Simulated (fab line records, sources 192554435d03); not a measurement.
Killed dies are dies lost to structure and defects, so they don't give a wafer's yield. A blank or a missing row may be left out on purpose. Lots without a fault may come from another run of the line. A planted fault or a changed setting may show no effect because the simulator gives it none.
A struck lot beside a sound one | flow n5_finfet | 14 steps out of a route of 1938
Sound: wafers L808.2, L808.4, L808.6. Struck: wafer L801.2. (L801.6 of the same lot was not struck and is left out.) The cause comes at the end.
At each step with rows: each side's tool, then ch and its chambers, then its first start. Under that, the readings that differ: sound wafers | struck wafers | difference of the means | sigmas: that difference in standard deviations of wafers without a fault.
alike: readings whose means differ by less than 2 such deviations, and words and numbers that are the same on both sides. not compared: withheld readings, readings that some wafer has no value for, bounds like >300 that may hide the same value, and numbers for which the record gives no deviation and whose values overlap.
The two part at a step that has a row with sigmas, a row that says differs or no value, or rows on one side only. Numbers that don't overlap but have no deviation are shown without sigmas and don't part them. A reading that every wafer of one side lacks parts them only if that side has two wafers or more.

first, 7 steps without rows for these wafers: N5_BEOL_M12_COAT_22 (resist thk 300 nm); N5_BEOL_M12_EBR_24; N5_BEOL_M12_SOFTBAKE_23 (time 60 s); N5_BEOL_M12_EXPOSE_25 (exposes mask M12); N5_BEOL_M12_PEB_26 (peb time 90 s); N5_BEOL_M12_DEVELOP_27 (develop time 45 s); N5_BEOL_M12_HARDBAKE_32 (time 120 s).
N5_BEOL_M12_CD_MEAS_28: target cd 160.2 nm.
  sound on cd_sem-03 ch 0, day 16 08:17; struck on cd_sem-02 ch 0, day 14 05:57
  alike: cd_nm
N5_BEOL_M12_OVL_MEAS_29:
  sound on overlay-02 ch 0, day 16 08:19; struck on overlay-02 ch 0, day 14 05:59
  alike: M12_OVL
N5_BEOL_M12_INSPECT_30: inspects for defects (macro).
  sound on defect_inspect-02, day 16 08:20; struck on defect_inspect-02, day 14 06:00
  alike: raw_defect_count
N5_BEOL_M12_DESCUM_33: chemistry O2, time 7.9 s.
  sound on rie_diel-05 ch 0,2, day 16 08:22; struck on rie_diel-05 ch 3, day 14 06:04
  reading                         | sound             | struck | difference | sigmas
  oes_product_au (a.u.)           | 0.78 0.73 0.74    | 1.01   | +0.26      | +3
  rf_vpp_V (V)                    | 242.3 240.4 241.7 | 244.8  | +3.3       | +3
  showerhead_plenum_p_Torr (Torr) | 2.01 2.01 2.01    | 2.14   | +0.13      | +2
  alike: drypump_motor_current_A, throttle_valve_pct
  not compared: rf_hours_counter_h
N5_BEOL_M12_ETCH_67: etches SiARC in CF4, target depth 143 nm, time 238.3 s.
  sound on rie_diel-05 ch 0,2, day 16 08:25; struck on rie_diel-05 ch 3, day 14 06:06
  reading                         | sound             | struck | difference | sigmas
  oes_product_au (a.u.)           | 0.65 0.64 0.64    | 0.85   | +0.21      | +3
  rf_vpp_V (V)                    | 183.1 181.7 184.3 | 185.7  | +2.7       | +2
  showerhead_plenum_p_Torr (Torr) | 2.06 2.06 2.06    | 2.19   | +0.13      | +2
  alike: drypump_motor_current_A, etch_rf_on_time_s, throttle_valve_pct
  not compared: rf_hours_counter_h
N5_BEOL_M12_ETCH_68: etches SOC in N2/H2, time 285 s.
  sound on rie_diel-05 ch 0,2, day 16 08:33; struck on rie_diel-05 ch 3, day 14 06:14
  reading                                     | sound             | struck | difference | sigmas
  oes_product_au (a.u.)                       | 0.77 0.74 0.75    | 1.01   | +0.26      | +3
  rf_vpp_V (V)                                | 520.1 520.1 520.3 | 525.6  | +5.4       | +2
  showerhead_plenum_p_Torr (Torr)             | 2.45 2.44 2.44    | 2.61   | +0.17      | +2
  model.SiARC_of_BEOL_M12_COAT_66.thk_nm (nm) | 86 86 85.8        | 82.6   | -3.3       |
  alike: drypump_motor_current_A, h2_flow_sccm, throttle_valve_pct
  not compared: rf_hours_counter_h
then, 1 step without rows for these wafers: N5_BEOL_M12_STRIP_69 (strips in N2/H2).

WHERE THEY PART
First at N5_BEOL_M12_DESCUM_33; last, within this record, at N5_BEOL_M12_ETCH_68.

WHY: what the simulator had put in
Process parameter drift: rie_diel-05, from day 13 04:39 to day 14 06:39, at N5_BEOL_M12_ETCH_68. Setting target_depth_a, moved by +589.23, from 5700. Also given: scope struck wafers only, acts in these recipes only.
